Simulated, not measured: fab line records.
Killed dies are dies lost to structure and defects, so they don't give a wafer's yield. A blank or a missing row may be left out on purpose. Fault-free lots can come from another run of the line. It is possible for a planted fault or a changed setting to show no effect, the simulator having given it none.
fab line records	flow n5-finfet	part 1 of 2: steps 1 to 4 of 6
record lots=21	wafers=63	last-day=18
route steps=1938 shown BEOL_M10@1486 BEOL_M11@1549
lots that met no fault: from a run of the same line without faults
start-h: start of the lot's first displayed wafer, in hours after the record's first day	wait-h: hours since the lot's step before	" repeats the value in the row above	L1.1+2: several wafers, shown together as one row	- value missing, or start not given	* or withheld: withheld	< > ~ a bound
route shown NAME@n: a module of which the file shows steps, and the number in the route of the first	usual: mean and standard deviation over wafers with no fault	same: alike in all rows	chamber/n: place in a boat	sites: the reading at each site	_std_site: how widely they spread, as a standard deviation	_edge_site: the outer-site mean with the inner-site mean subtracted	radius-mm: how far each site lies from the wafer's centre	mask NAME#n: copy n	behind: the tool/chamber that last shaped the wafer	hold: cause of the lot's hold/its duration in hours/its outcome	device: the transistor (n, p or np) that didn't switch	end of line: at the end of the route, the tests of the same wafers	a step without rows: its recipe alone	killed: dies lost to structure and defects at the first sort, not the wafer's yield	map: a wafer's dies, marking killed ones x, the rest . and places with no die _
set.NAME: the setting that was run; set.NAME@STEP: the one run at that earlier step	model.NAME: the simulator's own value behind a step, which no gauge read
the route's steps for a sample of lots (tables are steps, rows are wafers)
services: when a tool's chamber went out of use (start-h, in hours from the record's first day, below 0 if earlier), for how many hours, and the reason
## steps
# step N5_BEOL_M10_DESCUM_16
# recipe chemistry=O2	time-s=7.9	source-power-w=50	bias-power-w=20	pressure-mtorr=20	rf-frequency-hz=2.712e+07	temp-c=40	resist=CAR-ArF	o2-flow-sccm=225
# usual bias-power-w=20.00/0.058	drypump-motor-current-A=5.7/0.44	oes-product-au=0.83/0.081	rf-vpp-V=242.8/1.3	showerhead-plenum-p-Torr=2.07/0.068	throttle-valve-pct=20.43/0.23
lot.wafer	tool	chamber	start-h	wait-h	bias-power-w	drypump-motor-current-A	oes-product-au	rf-hours-counter-h	rf-vpp-V	showerhead-plenum-p-Torr	throttle-valve-pct
L074.3	rie-diel-06	0	254.04	0.1	19.99	5.8	0.77	142	243.4	1.99	20.03
L074.4	"	1	"	"	20.08	5.7	0.68	-	242.9	2.05	20.59
L074.5	"	0	"	"	20.06	5.7	0.77	-	242.1	1.99	20.03
L075.3	rie-diel-06	0	259.39	0.0	19.99	5.8	0.76	144	242.8	1.99	20.04
L075.4	"	1	"	"	19.89	5.8	0.67	-	243.3	2.05	20.59
L075.6	"	2	"	"	19.93	4.9	0.87	-	243.3	2.12	20.60
L079.1	rie-diel-01	0	261.45	0.0	19.98	4.8	0.96	2	243.3	2.05	20.51
L079.3	"	1	"	"	19.89	6.4	0.90	28	242.3	2.05	20.35
L079.5	"	3	"	"	20.05	6.1	0.80	-	242.3	2.02	20.11
L081.1	rie-diel-06	2	268.25	0.2	20.03	4.9	0.87	73	242.3	2.12	20.63
L081.3	"	0	"	"	20.04	5.8	0.76	148	241.0	1.99	20.05
L081.6	"	2	"	"	20.06	4.9	0.87	-	245.3	2.12	20.61
L082.1	rie-diel-03	3	268.52	0.2	19.86	5.8	0.78	126	244.2	2.12	20.69
L082.4	"	2	"	"	20.05	5.8	0.95	11	246.7	2.25	20.53
L082.5	"	2	"	"	19.96	5.8	0.94	-	246.2	2.25	20.53
L077.1	rie-diel-06	3	268.54	0.1	20.06	6.0	0.97	3	242.9	2.08	20.55
L077.3	"	2	"	"	20.13	4.9	0.88	73	244.0	2.12	20.63
L077.6	"	1	"	"	19.99	5.7	0.68	-	240.9	2.05	20.58
L080.1	rie-diel-01	2	271.72	0.0	19.90	5.7	0.85	61	242.8	2.06	20.70
L080.4	"	1	"	"	19.94	6.3	0.89	32	241.8	2.05	20.37
L080.5	"	1	"	"	19.95	6.4	0.88	-	243.5	2.05	20.38
L078.1	rie-diel-06	2	296.37	0.1	20.05	4.9	0.85	84	244.4	2.11	20.63
L078.4	"	0	"	"	19.93	5.8	0.75	160	241.3	1.98	20.08
L078.5	"	3	"	"	20.09	6.0	0.93	-	242.2	2.08	20.55
L084.2	rie-diel-01	3	304.91	0.1	19.98	6.1	0.79	119	240.7	2.02	20.11
L084.5	"	2	"	"	19.95	5.8	0.84	-	243.6	2.06	20.71
L084.6	"	1	"	"	20.10	6.3	0.87	-	243.0	2.05	20.36
L085.2	rie-diel-03	3	305.03	0.1	19.98	5.8	0.76	139	243.6	2.11	20.70
L085.3	"	1	"	"	20.11	5.9	0.85	57	242.4	2.15	20.14
L085.5	"	3	"	"	19.98	5.8	0.76	-	242.8	2.11	20.72
L086.2	rie-diel-01	1	305.20	0.1	20.04	6.3	0.86	43	242.1	2.05	20.38
L086.3	"	3	"	"	20.03	6.1	0.79	119	242.3	2.02	20.13
L086.6	"	2	"	"	20.02	5.8	0.84	-	242.0	2.06	20.70
L089.1	rie-diel-03	1	328.70	0.0	19.96	5.9	0.84	66	244.3	2.14	20.17
L089.3	"	0	"	"	20.01	5.2	0.68	238	241.4	1.97	20.40
L089.5	"	0	"	"	20.00	5.2	0.67	-	241.5	1.97	20.41
L088.1	rie-diel-06	2	329.33	0.0	20.04	4.9	0.85	98	243.7	2.11	20.65
L088.2	"	0	"	"	19.93	5.7	0.74	173	241.6	1.98	20.10
L088.3	"	3	"	"	19.99	6.0	0.89	27	242.5	2.07	20.58
L087.3	rie-diel-01	0	331.31	0.0	19.97	4.9	0.87	24	242.5	2.04	20.55
L087.4	"	2	"	"	20.02	5.7	0.82	81	240.9	2.05	20.72
L087.5	"	1	"	"	19.99	6.3	0.85	-	241.1	2.05	20.39
L090.1	rie-diel-03	2	332.11	0.0	19.98	5.8	0.89	34	245.2	2.24	20.56
L090.2	"	3	"	"	19.95	5.8	0.75	149	243.0	2.11	20.72
L090.6	"	0	"	"	20.06	5.2	0.68	-	240.5	1.97	20.40
L091.1	rie-diel-01	2	344.50	1.0	20.02	5.8	0.83	87	242.6	2.05	20.73
L091.4	"	0	"	"	20.08	4.8	0.88	30	241.9	2.04	20.55
L091.5	"	2	"	"	19.98	5.8	0.82	-	242.0	2.05	20.71
L092.2	rie-diel-06	0	348.14	0.0	19.93	5.7	0.73	180	241.9	1.98	20.09
L092.4	"	1	"	"	19.94	5.7	0.89	21	244.2	2.04	20.29
L092.6	"	3	"	"	20.03	6.0	0.89	-	241.3	2.07	20.60
L094.1	rie-diel-06	3	356.21	0.0	20.07	6.0	0.88	38	242.4	2.07	20.61
L094.2	"	0	"	"	20.05	5.7	0.74	182	241.2	1.98	20.08
L094.4	"	1	"	"	19.85	5.8	0.90	23	243.8	2.04	20.28
L095.4	rie-diel-06	0	363.75	0.4	19.98	5.7	0.73	185	242.1	1.98	20.09
L095.5	"	2	"	"	19.92	4.9	0.82	-	243.5	2.10	20.69
L095.6	"	1	"	"	19.96	5.8	0.88	-	241.6	2.04	20.33
L097.2	rie-diel-03	1	378.97	0.3	20.05	5.9	0.82	89	242.6	2.13	20.19
L097.3	"	3	"	"	20.03	5.8	0.74	169	243.1	2.10	20.77
L097.6	"	0	"	"	20.02	5.2	0.97	-	246.0	2.22	19.99
L096.1	rie-diel-06	3	379.06	0.1	20.01	6.0	0.86	46	243.2	2.07	20.61
L096.3	"	2	"	"	19.97	4.9	0.80	118	242.1	2.10	20.69
L096.5	"	1	"	"	19.93	5.8	0.87	-	241.8	2.04	20.31
# step N5_BEOL_M10_ETCH_66
# recipe chemistry=N2/H2	target=SOC	target-depth-a=1200	overetch-a=240	mask-material=SiARC	temp-c=40	time-s=180	ion-energy-ev=200	pressure-mtorr=30	source-w=840	bias-w=150	n2-flow-sccm=200	h2-flow-sccm=200
# usual drypump-motor-current-A=5.7/0.44	h2-flow-sccm=199.9/0.64	oes-product-au=0.67/0.062	rf-vpp-V=523.0/2.1	showerhead-plenum-p-Torr=2.50/0.077	throttle-valve-pct=17.76/0.25
lot.wafer	tool	chamber	start-h	wait-h	drypump-motor-current-A	h2-flow-sccm	oes-product-au	rf-hours-counter-h	rf-vpp-V	showerhead-plenum-p-Torr	throttle-valve-pct
L074.3	rie-diel-03	0	258.03	0.0	5.2	200.5	0.57	213	521.3	2.43	18.01
L074.4	"	1	"	"	5.9	200.2	0.71	41	525.1	2.59	17.30
L074.5	"	2	"	"	5.8	200.4	0.77	-	529.3	2.72	17.73
L075.3	rie-diel-06	1	260.50	0.0	5.7	199.9	0.54	242	522.0	2.49	17.97
L075.4	"	2	"	"	4.9	201.4	0.70	-	522.7	2.58	18.07
L075.6	"	1	"	"	5.7	200.7	0.54	-	522.6	2.49	17.94
L079.1	rie-diel-01	0	263.47	0.0	4.9	199.5	0.77	2	523.9	2.50	17.86
L079.3	"	3	"	"	6.1	199.3	0.65	105	521.3	2.46	17.46
L079.5	"	1	"	"	6.3	198.8	0.72	-	523.0	2.46	17.47
L082.1	rie-diel-01	1	270.28	0.0	6.3	199.9	0.72	31	523.4	2.46	17.47
L082.4	"	2	"	"	5.8	199.4	0.68	61	522.0	2.46	17.74
L082.5	"	3	"	"	6.1	199.9	0.64	-	521.7	2.45	17.48
L077.1	rie-diel-01	0	270.74	0.0	4.8	198.8	0.76	5	522.7	2.50	17.85
L077.3	"	2	"	"	5.8	200.1	0.69	61	522.8	2.46	17.74
L077.6	"	0	"	"	4.9	199.4	0.76	-	522.0	2.50	17.85
L081.1	rie-diel-03	0	270.76	0.0	5.2	200.6	0.56	216	520.3	2.43	17.99
L081.3	"	1	"	"	5.9	200.4	0.70	44	524.1	2.58	17.32
L081.6	"	3	"	"	5.8	199.7	0.62	-	524.6	2.56	18.08
L080.1	rie-diel-06	3	274.19	0.0	6.0	200.3	0.76	5	523.2	2.49	17.73
L080.4	"	2	"	"	4.9	200.3	0.69	75	525.0	2.58	18.06
L080.5	"	1	"	"	5.8	199.3	0.54	-	523.3	2.48	17.95
L078.1	rie-diel-06	0	298.89	0.0	5.8	200.4	0.61	161	521.5	2.42	17.52
L078.4	"	2	"	"	4.9	200.1	0.68	85	525.4	2.57	18.10
L078.5	"	0	"	"	5.8	199.8	0.60	-	520.6	2.42	17.53
L084.2	rie-diel-06	3	308.14	0.0	6.0	199.7	0.72	18	522.6	2.49	17.74
L084.5	"	2	"	"	4.9	200.1	0.68	-	523.0	2.57	18.09
L084.6	"	3	"	"	6.0	199.9	0.73	-	522.2	2.49	17.75
L086.2	rie-diel-03	3	309.44	0.0	5.8	199.9	0.60	140	523.2	2.56	18.11
L086.3	"	1	"	"	5.9	199.6	0.68	58	525.0	2.58	17.35
L086.6	"	0	"	"	5.2	200.4	0.55	-	521.1	2.42	18.00
L085.2	rie-diel-01	2	310.12	0.0	5.8	198.9	0.67	74	522.9	2.45	17.74
L085.3	"	0	"	"	4.8	199.4	0.72	17	522.5	2.49	17.88
L085.5	"	1	"	"	6.3	198.7	0.69	-	521.6	2.46	17.49
L089.1	rie-diel-06	0	330.75	0.0	5.8	200.0	0.60	173	520.3	2.42	17.52
L089.3	"	2	"	"	4.9	199.2	0.67	99	524.4	2.57	18.13
L089.5	"	2	"	"	4.9	199.2	0.67	-	525.3	2.57	18.12
L088.1	rie-diel-01	1	330.92	0.0	6.3	199.3	0.69	51	521.2	2.45	17.50
L088.2	"	0	"	"	4.9	200.7	0.71	24	522.9	2.49	17.89
L088.3	"	2	"	"	5.8	199.9	0.66	80	521.5	2.45	17.77
L087.3	rie-diel-03	1	332.49	0.0	5.8	200.7	0.68	68	525.3	2.58	17.36
L087.4	"	2	"	"	5.8	200.8	0.71	34	529.4	2.70	17.78
L087.5	"	3	"	"	5.8	199.0	0.60	-	524.3	2.55	18.13
L090.1	rie-diel-03	3	335.47	0.0	5.8	200.2	0.60	151	522.1	2.55	18.14
L090.2	"	2	"	"	5.8	199.2	0.72	35	527.9	2.70	17.78
L090.6	"	3	"	"	5.8	200.3	0.60	-	524.9	2.55	18.12
L091.1	rie-diel-06	2	347.56	0.0	4.9	200.0	0.67	106	526.0	2.56	18.15
L091.4	"	3	"	"	6.0	198.7	0.71	35	521.3	2.48	17.79
L091.5	"	3	"	"	6.0	199.2	0.71	-	521.0	2.48	17.78
L092.2	rie-diel-01	1	349.77	0.0	6.3	200.4	0.68	59	522.0	2.45	17.51
L092.4	"	3	"	"	6.1	200.5	0.62	135	521.0	2.44	17.50
L092.6	"	2	"	"	5.8	200.2	0.65	-	522.5	2.45	17.78
L094.1	rie-diel-06	1	358.81	0.0	5.7	200.2	0.72	24	522.9	2.47	17.61
L094.2	"	0	"	"	5.7	198.9	0.59	183	520.6	2.41	17.55
L094.4	"	3	"	"	6.0	199.9	0.70	38	523.6	2.48	17.78
L095.4	rie-diel-03	2	365.74	0.1	5.9	199.8	0.70	-	528.1	2.70	17.81
L095.5	"	3	"	"	5.8	199.9	0.59	-	525.5	2.55	18.14
L095.6	"	1	"	"	5.9	199.7	0.66	-	524.4	2.57	17.39
L096.1	rie-diel-06	1	381.60	0.0	5.8	200.5	0.70	35	523.5	2.47	17.63
L096.3	"	0	"	"	5.8	199.6	0.58	193	521.0	2.41	17.56
L096.5	"	1	"	"	5.7	200.6	0.69	-	523.0	2.47	17.62
L097.2	rie-diel-01	2	381.76	0.0	5.7	199.3	0.65	95	521.4	2.44	17.79
L097.3	"	1	"	"	6.3	199.9	0.68	65	520.3	2.45	17.53
L097.6	"	1	"	"	6.3	200.8	0.68	-	521.5	2.45	17.53
# step N5_BEOL_M10_VIA_ETCH_34
# recipe chemistry=C4F6/O2	target=SiCOH_lowk	target-depth-a=1845	mask-material=SOC	taper-deg=4	time-s=69.2	ion-energy-ev=250	pressure-mtorr=30	source-w=345	bias-w=185	Ar_flow_sccm=300	C4F6_flow_sccm=10	O2_flow_sccm=10
# usual drypump-motor-current-A=5.7/0.45	oes-product-au=0.83/0.079	rf-vpp-V=666/15	showerhead-plenum-p-Torr=2.81/0.08	throttle-valve-pct=20.90/0.22
lot.wafer	tool	chamber	start-h	wait-h	drypump-motor-current-A	oes-product-au	rf-hours-counter-h	rf-vpp-V	showerhead-plenum-p-Torr	throttle-valve-pct
L074.3	rie-diel-03	0	258.16	0.0	5.2	0.70	213	675	2.72	20.94
L074.4	"	1	"	"	5.9	0.89	41	670	2.87	20.33
L074.5	"	2	"	"	5.8	0.94	-	694	3.06	21.04
L075.3	rie-diel-06	1	260.63	0.0	5.8	0.68	242	675	2.79	21.09
L075.4	"	2	"	"	4.9	0.88	-	689	2.87	21.06
L075.6	"	1	"	"	5.7	0.68	-	674	2.79	21.06
L079.1	rie-diel-01	0	263.59	0.0	4.9	0.96	2	669	2.82	21.14
L079.3	"	3	"	"	6.1	0.80	105	658	2.76	20.53
L079.5	"	1	"	"	6.3	0.88	-	647	2.78	20.74
L082.1	rie-diel-01	1	270.40	0.0	6.3	0.88	31	646	2.78	20.75
L082.4	"	2	"	"	5.8	0.84	61	668	2.77	20.99
L082.5	"	3	"	"	6.1	0.80	-	656	2.76	20.53
L077.1	rie-diel-01	0	270.86	0.0	4.8	0.94	5	670	2.82	21.14
L077.3	"	2	"	"	5.7	0.84	61	666	2.77	20.97
L077.6	"	0	"	"	4.8	0.95	-	669	2.82	21.14
L081.1	rie-diel-03	0	270.88	0.0	5.2	0.70	216	676	2.71	20.95
L081.3	"	1	"	"	5.9	0.88	44	670	2.87	20.35
L081.6	"	3	"	"	5.8	0.75	-	639	2.87	21.13
L080.1	rie-diel-06	3	274.31	0.0	6.0	0.96	5	663	2.79	20.84
L080.4	"	2	"	"	4.9	0.87	75	689	2.87	21.08
L080.5	"	1	"	"	5.7	0.68	-	672	2.79	21.08
L078.1	rie-diel-06	0	299.02	0.0	5.7	0.75	161	658	2.74	20.74
L078.4	"	2	"	"	4.9	0.85	85	690	2.86	21.08
L078.5	"	0	"	"	5.7	0.75	-	658	2.74	20.73
L084.2	rie-diel-06	3	308.26	0.0	6.0	0.92	18	663	2.79	20.85
L084.5	"	2	"	"	4.9	0.85	-	686	2.86	21.08
L084.6	"	3	"	"	6.0	0.91	-	663	2.79	20.87
L086.2	rie-diel-03	3	309.56	0.0	5.8	0.74	140	638	2.86	21.15
L086.3	"	1	"	"	5.9	0.86	58	669	2.87	20.36
L086.6	"	0	"	"	5.2	0.68	-	673	2.71	20.97
L085.2	rie-diel-01	2	310.24	0.0	5.8	0.82	74	666	2.77	21.01
L085.3	"	0	"	"	4.8	0.90	17	670	2.81	21.14
L085.5	"	1	"	"	6.3	0.85	-	647	2.78	20.77
L089.1	rie-diel-06	0	330.87	0.0	5.7	0.74	173	658	2.74	20.75
L089.3	"	2	"	"	4.9	0.85	99	688	2.86	21.11
L089.5	"	2	"	"	4.9	0.84	-	689	2.86	21.11
L088.1	rie-diel-01	1	331.04	0.0	6.3	0.84	51	647	2.77	20.79
L088.2	"	0	"	"	4.8	0.90	24	668	2.81	21.16
L088.3	"	2	"	"	5.8	0.81	81	666	2.77	21.00
L087.3	rie-diel-03	1	332.61	0.0	5.8	0.85	68	670	2.86	20.37
L087.4	"	2	"	"	5.8	0.88	34	695	3.04	21.07
L087.5	"	3	"	"	5.8	0.73	-	638	2.86	21.16
L090.1	rie-diel-03	3	335.59	0.0	5.8	0.73	151	638	2.85	21.17
L090.2	"	2	"	"	5.8	0.88	35	693	3.04	21.08
L090.6	"	3	"	"	5.8	0.74	-	639	2.86	21.15
L091.1	rie-diel-06	2	347.68	0.0	4.9	0.83	106	687	2.85	21.11
L091.4	"	3	"	"	6.0	0.88	35	664	2.78	20.89
L091.5	"	3	"	"	6.0	0.89	-	662	2.78	20.89
L092.2	rie-diel-01	1	349.90	0.0	6.3	0.83	59	647	2.77	20.78
L092.4	"	3	"	"	6.1	0.77	135	657	2.74	20.59
L092.6	"	2	"	"	5.8	0.79	-	665	2.76	21.02
L094.1	rie-diel-06	1	358.93	0.0	5.7	0.88	24	671	2.78	20.80
L094.2	"	0	"	"	5.8	0.73	183	659	2.73	20.78
L094.4	"	3	"	"	6.0	0.88	38	661	2.78	20.89
L095.4	rie-diel-03	2	365.83	0.0	5.8	0.86	-	693	3.04	21.08
L095.5	"	3	"	"	5.8	0.72	-	638	2.85	21.18
L095.6	"	1	"	"	5.9	0.82	-	670	2.85	20.40
L096.1	rie-diel-06	1	381.72	0.0	5.7	0.87	35	675	2.78	20.82
L096.3	"	0	"	"	5.7	0.73	193	657	2.73	20.78
L096.5	"	1	"	"	5.8	0.86	-	674	2.78	20.79
L097.2	rie-diel-01	2	381.89	0.0	5.8	0.78	95	666	2.76	21.04
L097.3	"	1	"	"	6.3	0.82	65	648	2.77	20.79
L097.6	"	1	"	"	6.3	0.82	-	648	2.77	20.80
# step N5_BEOL_M10_CURE_72
# recipe temp-c=370	time-s=120	ambient=DMADMS/He	material=SiCOH_lowk
# usual lamp-power-pct=52.31/0.055	wafer_temp_C_max=372.0/0.57
lot.wafer	tool	chamber	start-h	wait-h	lamp-power-pct	wafer_temp_C_max
L074.3	uv-cure-01	2	259.04	0.4	52.23	371.4
L074.4	"	2	"	"	52.24	371.5
L074.5	"	2	"	"	52.19	372.1
L075.3	uv-cure-03	0	261.34	0.3	52.29	371.9
L075.4	"	0	"	"	52.35	371.6
L075.6	"	0	"	"	52.31	371.3
L079.1	uv-cure-03	0	264.07	0.0	52.31	372.1
L079.3	"	0	"	"	52.42	371.4
L079.5	"	0	"	"	52.30	371.4
L082.1	uv-cure-02	0	270.88	0.0	52.44	371.9
L082.4	"	0	"	"	52.33	372.9
L082.5	"	0	"	"	52.22	372.2
L077.1	uv-cure-01	2	271.50	0.2	52.35	371.6
L077.3	"	2	"	"	52.40	371.3
L077.6	"	2	"	"	52.31	371.5
L081.1	uv-cure-02	0	271.96	0.6	52.34	372.3
L081.3	"	0	"	"	52.31	372.3
L081.6	"	0	"	"	52.22	372.3
L080.1	uv-cure-03	1	274.79	0.0	52.31	372.7
L080.4	"	1	"	"	52.38	372.1
L080.5	"	1	"	"	52.31	372.9
L078.1	uv-cure-03	2	299.59	0.1	52.26	372.1
L078.4	"	2	"	"	52.33	372.4
L078.5	"	2	"	"	52.26	372.0
L084.2	uv-cure-03	1	308.79	0.1	52.36	372.5
L084.5	"	1	"	"	52.33	372.6
L084.6	"	1	"	"	52.26	373.1
L086.2	uv-cure-01	2	310.09	0.1	52.36	372.3
L086.3	"	2	"	"	52.33	371.6
L086.6	"	2	"	"	52.28	371.9
L085.2	uv-cure-01	1	310.77	0.1	52.32	371.3
L085.3	"	1	"	"	52.36	371.3
L085.5	"	1	"	"	52.32	371.3
L089.1	uv-cure-03	0	331.35	0.0	52.32	371.6
L089.3	"	0	"	"	52.31	371.6
L089.5	"	0	"	"	52.29	371.8
L088.1	uv-cure-02	1	331.52	0.0	52.33	372.2
L088.2	"	1	"	"	52.35	372.1
L088.3	"	1	"	"	52.35	371.9
L087.3	uv-cure-03	1	333.19	0.1	52.41	372.8
L087.4	"	1	"	"	52.23	372.7
L087.5	"	1	"	"	52.37	372.2
L090.1	uv-cure-03	1	336.21	0.2	52.32	372.3
L090.2	"	1	"	"	52.35	372.3
L090.6	"	1	"	"	52.29	372.4
L091.1	uv-cure-02	1	348.16	0.0	52.33	371.9
L091.4	"	1	"	"	52.30	371.9
L091.5	"	1	"	"	52.34	371.9
L092.2	uv-cure-03	1	350.43	0.1	52.35	373.1
L092.4	"	1	"	"	52.41	372.0
L092.6	"	1	"	"	52.32	372.8
L094.1	uv-cure-01	2	359.42	0.0	52.23	372.6
L094.2	"	2	"	"	52.25	372.0
L094.4	"	2	"	"	52.30	372.5
L095.4	uv-cure-01	1	366.43	0.2	52.31	371.5
L095.5	"	1	"	"	52.31	372.1
L095.6	"	1	"	"	52.36	371.5
L096.1	uv-cure-03	1	382.20	0.0	52.27	372.1
L096.3	"	1	"	"	52.36	373.6
L096.5	"	1	"	"	52.39	371.8
L097.2	uv-cure-02	2	382.42	0.1	52.32	371.7
L097.3	"	2	"	"	52.30	372.4
L097.6	"	2	"	"	52.23	372.8
